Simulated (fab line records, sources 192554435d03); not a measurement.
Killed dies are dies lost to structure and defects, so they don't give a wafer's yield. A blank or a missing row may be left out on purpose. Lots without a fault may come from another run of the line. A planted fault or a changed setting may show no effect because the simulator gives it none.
fab line records | flow n5_finfet
record lots=9 wafers=27 last_day=17
route steps=1938 shown GATE_CUT@516 MOL_CONTACT_COAG@529 BEOL_M4@1111 PASSIVATION@1936
lots that met no fault: from a run of the same line without faults
start_h: hours from the record's first day to the start of the lot's first wafer shown | wait_h: hours since the lot's step before | " the same as in the row above | L1.1+2: a row that stands for several wafers | - no value, or no start given | * or withheld: withheld | < > ~ a bound
route shown NAME@n: a module of which the file shows steps, and the number in the route of the first | usual: mean/standard deviation of fault-free wafers | same: alike in all rows | chamber/n: place in a boat | sites: the reading at each site | _std_site: their standard deviation | _edge_site: outer sites' mean less inner sites' | radius_mm: how far each site lies from the wafer's centre | mask NAME#n: copy n | behind: the tool/chamber that last shaped the wafer | hold: why the lot was held/for how many hours/how that ended | device: the transistor (n, p or np) that didn't switch | end of line: the same wafers' tests at the end of the route | a step without rows: its recipe alone | killed: dies lost to structure and defects at the first sort, not the wafer's yield | map: a wafer's dies, x killed, . not, _ none there
set.NAME: the setting as run; set.NAME@STEP: as run at that earlier step | model.NAME: the simulator's own value behind a step, which no gauge read
steps of the route over a sample of lots; a table a step, a row a wafer
services: from which hour (start_h, from the record's first day; less than 0 if before it) a tool's chamber was out of use, for how many hours, and why
## steps
# step N5_GATE_CUT_INSPECT_26
# recipe inspect_instrument=darkfield mode=post_cmp
# usual raw_defect_count=39/13
# columns lot.wafer tool chamber start_h wait_h raw_defect_count
L969.3 defect_inspect-02 - 118.63 0.0 35
L969.4 " - " " 39
L969.6 " - " " 44
L970.1 defect_inspect-01 - 126.15 0.0 31
L970.2 " - " " 41
L970.6 " - " " 48
L971.2 defect_inspect-01 - 131.17 0.0 76
L971.4 " - " " 29
L971.5 " - " " 29
L976.2 defect_inspect-01 - 160.83 0.0 54
L976.4 " - " " 38
L976.6 " - " " 45
L977.1 defect_inspect-02 - 162.99 0.0 36
L977.4 " - " " 55
L977.6 " - " " 50
L979.2 defect_inspect-01 - 176.35 0.0 15
L979.4 " - " " 31
L979.6 " - " " 31
L981.3 defect_inspect-01 - 189.32 0.0 48
L981.4 " - " " 39
L981.5 " - " " 34
L982.2 defect_inspect-02 - 195.63 0.0 47
L982.3 " - " " 22
L982.4 " - " " 32
L987.4 defect_inspect-01 - 225.04 0.0 46
L987.5 " - " " 44
L987.6 " - " " 31
# step N5_MOL_CONTACT_COAG_DESCUM_13
# recipe chemistry=O2 time_s=7 source_power_w=50 bias_power_w=20 pressure_mtorr=20 rf_frequency_hz=2.712e+07 temp_c=40 resist=CAR-EUV o2_flow_sccm=225
# usual drypump_motor_current_A=5.8/0.39 oes_product_au=0.80/0.086 rf_vpp_V=243.2/1.4 showerhead_plenum_p_Torr=2.10/0.068 throttle_valve_pct=20.44/0.28
# columns lot.wafer tool chamber start_h wait_h drypump_motor_current_A oes_product_au rf_hours_counter_h rf_vpp_V showerhead_plenum_p_Torr throttle_valve_pct
L969.3 rie_diel-04 3 119.05 0.0 6.1 0.76 139 243.1 2.02 20.23
L969.4 " 2 " " 5.6 0.74 155 243.2 2.11 20.69
L969.6 " 2 " " 5.5 0.74 - 242.9 2.11 20.69
L970.1 rie_diel-06 0 126.57 0.0 6.0 0.74 166 242.0 2.02 20.88
L970.2 " 1 " " 5.7 0.70 228 240.5 1.97 20.68
L970.6 " 3 " " 6.0 0.79 - 243.7 2.10 20.23
L971.2 rie_diel-01 0 131.88 0.3 6.5 0.94 13 244.4 2.22 20.00
L971.4 " 1 " " 5.4 0.74 - 245.0 2.07 20.55
L971.5 " 0 " " 6.5 0.95 - 245.0 2.22 20.00
L976.2 rie_diel-01 0 161.26 0.0 6.5 0.92 25 245.4 2.21 20.03
L976.4 " 2 " " 5.3 0.95 4 243.4 2.13 20.34
L976.6 " 1 " " 5.4 0.74 - 243.0 2.06 20.58
L977.1 rie_diel-06 0 163.53 0.0 6.1 0.74 180 241.7 2.01 20.89
L977.4 " 1 " " 5.7 0.70 242 242.1 1.96 20.70
L977.6 " 3 " " 6.0 0.79 - 243.1 2.10 20.25
L979.2 rie_diel-06 1 176.90 0.0 5.7 0.69 246 239.9 1.96 20.71
L979.4 " 2 " " 5.3 0.90 44 243.9 2.13 20.19
L979.6 " 2 " " 5.3 0.89 - 243.5 2.13 20.19
L981.3 rie_diel-06 2 189.93 0.2 5.3 0.89 50 243.3 2.12 20.19
L981.4 " 0 " " 6.0 0.73 - 241.1 2.01 20.91
L981.5 " 3 " " 6.0 0.77 - 242.9 2.09 20.26
L982.2 rie_diel-04 2 196.18 0.0 5.6 0.72 182 243.5 2.10 20.73
L982.3 " 1 " " 5.6 0.71 233 243.8 2.15 20.75
L982.4 " 0 " " 5.9 0.74 146 241.7 2.03 20.32
L987.4 rie_diel-06 0 225.81 0.3 6.0 0.72 206 240.2 2.01 20.93
L987.5 " 3 " " 6.0 0.75 - 242.9 2.09 20.27
L987.6 " 0 " " 6.0 0.71 - 242.2 2.01 20.95
# step N5_MOL_CONTACT_COAG_CONTACT_ETCH_14
# recipe chemistry=C4F6/O2 target=SiO2 target_depth_a=275 overetch_a=85 mask_material=SOC pressure_mtorr=30 source_w=370 bias_w=185 Ar_flow_sccm=300 C4F6_flow_sccm=16 O2_flow_sccm=10 time_s=20 ion_energy_ev=259.6
# usual C4F6_flow_sccm=16.01/0.05 O2_flow_sccm=10.00/0.031 drypump_motor_current_A=5.8/0.39 mfc_ar_sccm=300.0/1 oes_f_703_au=0.81/0.08 oes_product_au=0.68/0.067 rf_vpp_V=693/3.4 showerhead_plenum_p_Torr=2.89/0.098 throttle_valve_pct=21.28/0.26
# columns lot.wafer tool chamber start_h wait_h C4F6_flow_sccm O2_flow_sccm drypump_motor_current_A mfc_ar_sccm oes_f_703_au oes_product_au rf_hours_counter_h rf_vpp_V showerhead_plenum_p_Torr throttle_valve_pct
L969.3 rie_diel-04 3 119.23 0.0 16.05 10.01 6.1 300.1 0.82 0.65 139 689 2.76 20.94
L969.4 " 2 " " 15.98 10.01 5.6 300.0 0.73 0.64 155 693 2.87 21.36
L969.6 " 2 " " 15.98 9.96 5.6 299.9 0.73 0.64 - 693 2.87 21.36
L970.1 rie_diel-06 0 126.76 0.0 16.00 10.04 6.0 299.7 0.79 0.65 167 689 2.76 21.58
L970.2 " 1 " " 16.03 9.97 5.7 299.8 0.72 0.60 228 688 2.73 21.53
L970.6 " 3 " " 15.92 10.03 6.0 301.1 0.80 0.67 - 694 2.89 21.06
L971.2 rie_diel-01 0 132.06 0.0 16.08 10.02 6.5 299.7 0.93 0.79 13 699 3.05 20.89
L971.4 " 1 " " 15.95 10.01 5.4 300.8 0.72 0.64 - 693 2.89 21.65
L971.5 " 0 " " 16.01 10.04 6.5 300.5 0.94 0.80 - 698 3.05 20.89
L976.2 rie_diel-01 0 161.44 0.0 16.06 10.00 6.5 300.3 0.90 0.77 25 698 3.04 20.91
L976.4 " 2 " " 16.06 10.02 5.3 300.2 0.92 0.81 4 695 2.96 21.32
L976.6 " 1 " " 16.10 10.01 5.4 297.8 0.71 0.63 - 691 2.89 21.68
L977.1 rie_diel-06 0 163.72 0.0 16.02 10.00 6.1 299.4 0.77 0.63 180 689 2.75 21.60
L977.4 " 1 " " 15.90 10.03 5.7 300.9 0.72 0.60 242 689 2.72 21.57
L977.6 " 3 " " 16.02 10.00 6.0 301.8 0.79 0.66 - 694 2.88 21.09
L979.2 rie_diel-06 1 177.08 0.0 16.07 9.95 5.7 300.5 0.72 0.60 246 687 2.72 21.58
L979.4 " 2 " " 16.10 9.97 5.3 298.7 0.87 0.74 44 695 2.96 21.21
L979.6 " 2 " " 16.10 10.02 5.3 299.5 0.86 0.76 - 695 2.96 21.23
L981.3 rie_diel-06 2 190.11 0.0 16.00 9.98 5.3 298.2 0.86 0.74 50 693 2.96 21.25
L981.4 " 0 " " 16.00 10.03 6.0 300.8 0.76 0.62 - 688 2.75 21.62
L981.5 " 3 " " 15.95 10.01 6.0 297.6 0.78 0.65 - 694 2.88 21.09
L982.2 rie_diel-04 2 196.36 0.0 15.98 9.98 5.5 300.3 0.72 0.62 182 691 2.86 21.41
L982.3 " 1 " " 16.01 10.01 5.5 301.0 0.67 0.60 233 696 2.94 21.54
L982.4 " 0 " " 16.05 9.98 5.8 299.8 0.77 0.64 146 689 2.78 21.03
L987.4 rie_diel-06 0 226.00 0.0 15.94 9.98 6.0 298.6 0.76 0.61 206 687 2.74 21.65
L987.5 " 3 " " 16.05 9.96 6.0 301.9 0.78 0.64 - 695 2.87 21.12
L987.6 " 0 " " 15.93 9.99 6.0 299.7 0.75 0.62 - 688 2.74 21.64
# step N5_MOL_CONTACT_COAG_ETCH_110
# recipe chemistry=CF4/O2 target=Si target_depth_a=25 time_s=8 pressure_mtorr=100 source_w=200 bias_w=12 ion_energy_ev=60 Ar_flow_sccm=100 cf4_flow_sccm=100 O2_flow_sccm=10
# usual O2_flow_sccm=10.002/0.028 bias_w=12.00/0.039 drypump_motor_current_A=5.8/0.4 mfc_ar_sccm=100.0/0.31 oes_f_703_au=0.81/0.08 oes_product_au=0.81/0.084 rf_vpp_V=127.4/2.5 showerhead_plenum_p_Torr=2.23/0.072 throttle_valve_pct=10.7/0.31
# columns lot.wafer tool chamber start_h wait_h O2_flow_sccm bias_w drypump_motor_current_A mfc_ar_sccm oes_f_703_au oes_product_au rf_hours_counter_h rf_vpp_V showerhead_plenum_p_Torr throttle_valve_pct
L969.3 rie_diel-04 3 119.33 0.0 - - - - - - - - - -
L969.4 " 2 " " - - - - - - - - - -
L969.6 " 2 " " - - - - - - - - - -
L970.1 rie_diel-06 0 126.85 0.0 - - - - - - - - - -
L970.2 " 1 " " - - - - - - - - - -
L970.6 " 3 " " - - - - - - - - - -
L971.2 rie_diel-01 0 132.15 0.0 10.037 11.94 6.5 100.6 0.93 0.94 13 131.1 2.35 10.3
L971.4 " 1 " " 10.054 11.91 5.4 99.9 0.72 0.73 - 129.9 2.23 11.1
L971.5 " 0 " " 10.019 11.95 6.5 100.4 0.93 0.95 - 130.7 2.35 10.3
L976.2 rie_diel-01 0 161.53 0.0 10.007 12.03 6.5 100.2 0.90 0.92 25 128.6 2.35 10.3
L976.4 " 2 " " 9.984 11.99 5.3 100.2 0.93 0.94 4 129.8 2.28 10.5
L976.6 " 1 " " 9.996 11.95 5.3 100.4 0.71 0.73 - 129.5 2.22 11.1
L977.1 rie_diel-06 0 163.81 0.0 10.004 12.04 6.0 100.1 0.77 0.75 180 123.4 2.13 11.2
L977.4 " 1 " " 9.999 12.02 5.7 99.6 0.73 0.70 242 121.2 2.10 11.2
L977.6 " 3 " " 10.010 12.00 6.0 99.9 0.80 0.79 - 128.6 2.22 10.6
L979.2 rie_diel-06 1 177.18 0.0 9.976 12.01 5.7 99.8 0.72 0.69 246 121.6 2.10 11.2
L979.4 " 2 " " 10.024 12.01 5.3 100.4 0.88 0.89 44 127.6 2.27 10.5
L979.6 " 2 " " 10.058 12.01 5.3 100.1 0.87 0.89 - 129.0 2.27 10.5
L981.3 rie_diel-06 2 190.21 0.0 9.988 11.96 5.3 100.1 0.88 0.88 50 126.6 2.26 10.5
L981.4 " 0 " " 10.037 11.91 6.0 100.1 0.76 0.74 - 123.5 2.13 11.2
L981.5 " 3 " " 9.983 11.97 6.0 100.1 0.78 0.78 - 129.1 2.22 10.6
L982.2 rie_diel-04 2 196.45 0.0 9.980 11.98 5.5 99.7 0.70 0.70 182 129.1 2.21 11.0
L982.3 " 1 " " 10.007 11.95 5.5 99.6 0.67 0.68 233 128.3 2.27 11.2
L982.4 " 0 " " 9.935 11.99 5.9 100.3 0.77 0.75 146 127.8 2.14 10.6
L987.4 rie_diel-06 0 226.09 0.0 9.990 11.98 6.0 99.7 0.75 0.73 206 124.2 2.13 11.2
L987.5 " 3 " " 9.993 11.99 6.0 100.0 0.77 0.76 - 127.9 2.21 10.6
L987.6 " 0 " " 10.052 11.94 6.0 100.1 0.74 0.73 - 125.0 2.13 11.2
# step N5_BEOL_M4_RC_MEAS_101
# usual DIBL_N=36.6/1.8 DIBL_P=37.1/2.1 IOFF_N=0.17/0.033 IOFF_P=0.23/0.039 ION_N=681/13 ION_P=467/8.7 SS_N=71.6/0.59 SS_P=73.4/0.63 VT_N=249/3.4 VT_P=-249/3.7
# columns lot.wafer tool chamber start_h wait_h DIBL_N[mV/V] DIBL_P[mV/V] IOFF_N[nA/um] IOFF_P[nA/um] ION_N[uA/um] ION_P[uA/um] SS_N[mV/dec] SS_P[mV/dec] VT_N[mV] VT_P[mV]
L969.3 prober-01 0 203.14 0.3 32.4 32.2 0.11 0.14 664 457 70.3 72.2 253 -254
L969.4 " 0 " " 37.3 37.8 0.19 0.22 687 469 72.4 73.7 246 -249
L969.6 " 0 " " 35.6 35.1 0.15 0.18 676 465 72.0 72.6 251 -255
L971.2 prober-01 0 213.57 0.2 35.8 37.8 0.19 0.25 699 476 71.5 73.2 245 -246
L971.4 " 0 " " 37.5 39.7 0.22 0.27 687 468 72.4 74.6 242 -249
L971.5 " 0 " " 36.1 38.7 0.20 0.24 696 473 71.7 73.2 246 -245
L970.1 prober-02 0 215.87 0.0 37.5 38.8 0.18 0.21 692 472 71.5 73.4 248 -251
L970.2 " 0 " " 37.0 38.4 0.18 0.23 690 471 71.0 73.3 248 -250
L970.6 " 0 " " 37.9 38.7 0.18 0.22 673 458 71.7 73.7 253 -253
L976.2 prober-02 0 244.53 0.2 32.8 33.6 0.11 0.20 665 464 71.2 73.2 254 -248
L976.4 " 0 " " 36.2 38.0 0.18 0.28 690 478 71.0 74.2 245 -245
L976.6 " 0 " " 34.1 34.3 0.13 0.20 672 463 70.5 72.9 254 -246
L977.1 prober-02 0 247.50 0.0 36.5 36.4 0.17 0.23 691 470 70.9 73.8 249 -250
L977.4 " 0 " " 38.0 37.0 0.17 0.23 668 457 71.8 73.7 251 -250
L977.6 " 0 " " 35.9 35.3 0.15 0.20 679 462 70.7 72.4 249 -251
L979.2 prober-02 0 261.68 0.2 36.3 36.1 0.16 0.20 667 456 72.0 73.0 252 -253
L979.4 " 0 " " 37.7 38.0 0.18 0.22 707 475 72.2 73.9 248 -252
L979.6 " 0 " " 36.1 35.1 0.15 0.19 683 463 71.9 72.8 253 -254
L981.3 prober-01 0 271.44 0.3 35.4 34.9 0.14 0.18 671 463 71.5 72.5 251 -253
L981.4 " 0 " " 35.7 35.0 0.15 0.19 667 456 72.1 72.5 251 -252
L981.5 " 0 " " 35.4 34.0 0.13 0.17 672 462 71.3 73.2 251 -254
L982.2 prober-01 0 285.85 0.2 41.1 37.9 0.23 0.26 681 464 72.8 73.4 247 -248
L982.3 " 0 " " 38.7 36.7 0.17 0.24 688 470 71.3 73.5 252 -248
L982.4 " 0 " " 42.3 40.7 0.27 0.31 699 473 72.5 74.0 245 -246
L987.4 prober-01 0 300.35 0.5 37.6 36.1 0.19 0.23 680 465 71.9 73.3 248 -248
L987.5 " 0 " " 35.7 34.1 0.15 0.19 683 460 71.6 72.8 249 -250
L987.6 " 0 " " 35.8 33.4 0.14 0.19 659 454 71.4 72.7 251 -250
# step N5_PASSIVATION_PROBE_49
# usual defect_limited_yield=91.1/1.4 killed_at_M0_to_M3=32/9.4 killed_at_M4_up=14/5.1 killed_at_contacts=11/5.5 killed_at_front_end=44/13 killed_at_other=4/3.2 killed_dies=104/16 killed_open=70/12 killed_short=33/7.8 sort_bin_5_function=5.1/0.91 sort_bin_6_memory=3.4/0.63 sort_n_pass=1075/16 sort_yield_pct=91.2/1.4
# same gross_dies=1180 killed_at_back_side=0 sort_bin_4_leakage[%]=0 sort_bin_8_speed[%]=0
# columns lot.wafer tool chamber start_h wait_h defect_limited_yield[%] killed_at_M0_to_M3 killed_at_M4_up killed_at_contacts killed_at_front_end killed_at_other killed_dies killed_open killed_short sort_bin_5_function[%] sort_bin_6_memory[%] sort_n_pass sort_yield_pct[%]
L977.1 prober-02 - 351.18 0.0 90.3 43 14 10 48 0 115 84 27 6.1 3.6 1065 90.3
L977.4 prober-02 - 351.33 0.2 91.3 35 16 11 36 5 103 69 31 4.7 3.8 1077 91.3
L977.6 prober-02 - 351.43 0.3 90.3 45 10 13 45 1 114 78 35 5.6 3.6 1066 90.3
L979.2 prober-02 - 370.15 0.1 91.4 24 6 12 53 6 101 72 27 5.1 3.4 1079 91.4
L979.4 prober-02 - 370.25 0.2 91.0 31 14 14 41 6 106 75 30 5.8 2.7 1074 91.0
L979.6 prober-02 - 370.35 0.3 90.6 42 7 13 48 1 111 75 35 5.0 4.2 1069 90.6
# killed by level:class
L977.1 STI_FIN_REVEAL:geometric_particle:open=13 BEOL_M2:geometric_particle:open=10 BEOL_M1:geometric_particle:open=9 BEOL_M0_SAQP:geometric_particle:open=8 MOL_CONTACT_COAG:geometric_particle:open=7 BEOL_M0_SAQP:geometric_particle:short=7 FIN_SAQP:geometric_particle:open=6 STI_FIN_REVEAL:geometric_particle:short=6
L977.4 BEOL_M1:geometric_particle:open=13 BEOL_M4:geometric_particle:open=7 STI_FIN_REVEAL:geometric_particle:open=7 MOL_CONTACT_COAG:geometric_particle:open=6 MOL_CONTACT_COAG:geometric_particle:short=5 BEOL_M0_SAQP:geometric_particle:short=5 BEOL_M2:geometric_particle:open=5 BEOL_M3:geometric_particle:open=5
L977.6 STI_FIN_REVEAL:geometric_particle:open=14 MOL_CONTACT_COAG:geometric_particle:open=11 BEOL_M1:geometric_particle:open=9 BEOL_M0_SAQP:geometric_particle:open=9 BEOL_M0_SAQP:geometric_particle:short=9 GATE_CUT:geometric_particle:short=8 BEOL_M2:geometric_particle:open=7 STI_FIN_REVEAL:geometric_particle:short=6
L979.2 STI_FIN_REVEAL:geometric_particle:open=28 MOL_CONTACT_COAG:geometric_particle:open=10 BEOL_M2:geometric_particle:open=8 STI_FIN_REVEAL:geometric_particle:short=5 FIN_SAQP:geometric_particle:short=4 GATE_CUT:geometric_particle:short=4 BEOL_M1:geometric_particle:open=4 DUMMY_GATE:geometric_particle:open=3
L979.4 STI_FIN_REVEAL:geometric_particle:open=14 MOL_CONTACT_COAG:geometric_particle:open=11 BEOL_M4:geometric_particle:open=8 BEOL_M1:geometric_particle:open=7 ILD0:geometric_particle:short=6 FIN_SAQP:geometric_particle:short=4 BEOL_M0_SAQP:geometric_particle:open=4 BEOL_M0:geometric_particle:open=4
L979.6 MOL_CONTACT_COAG:geometric_particle:open=11 BEOL_M2:geometric_particle:open=11 DUMMY_GATE:geometric_particle:open=8 BEOL_M1:geometric_particle:open=8 STI_FIN_REVEAL:geometric_particle:open=7 GATE_CUT:geometric_particle:open=6 BEOL_M0_SAQP:geometric_particle:short=6 BEOL_M3:geometric_particle:open=6
## services
# columns tool chamber start_h hours kind
rie_diel-01 2 127.75 5.9 repair
rie_diel-06 3 132.13 5.1 repair
rie_diel-06 1 185.36 - clean
rie_diel-06 1 185.36 - consumable_replace:focus_ring
rie_diel-06 1 185.36 - consumable_replace:showerhead
rie_diel-06 1 185.36 11.7 scheduled_down
rie_diel-06 1 185.36 11.7 vent_cycle
rie_diel-06 3 201.78 4.3 repair
## key
first_sign step=N5_MOL_CONTACT_COAG_ETCH_110 reading=tool_record direction=missing
effect none on later readings
met_at N5_MOL_CONTACT_COAG_ETCH_110
struck_lots L969,L970
not_acting_at N5_GATE_CUT_INSPECT_26,N5_MOL_CONTACT_COAG_DESCUM_13,N5_MOL_CONTACT_COAG_CONTACT_ETCH_14
fault kind=skipped_step_whole tool=rie_diel-04,rie_diel-06 chamber=- onset_h=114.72 steps=N5_MOL_CONTACT_COAG_ETCH_110 scope=struck_lots_only
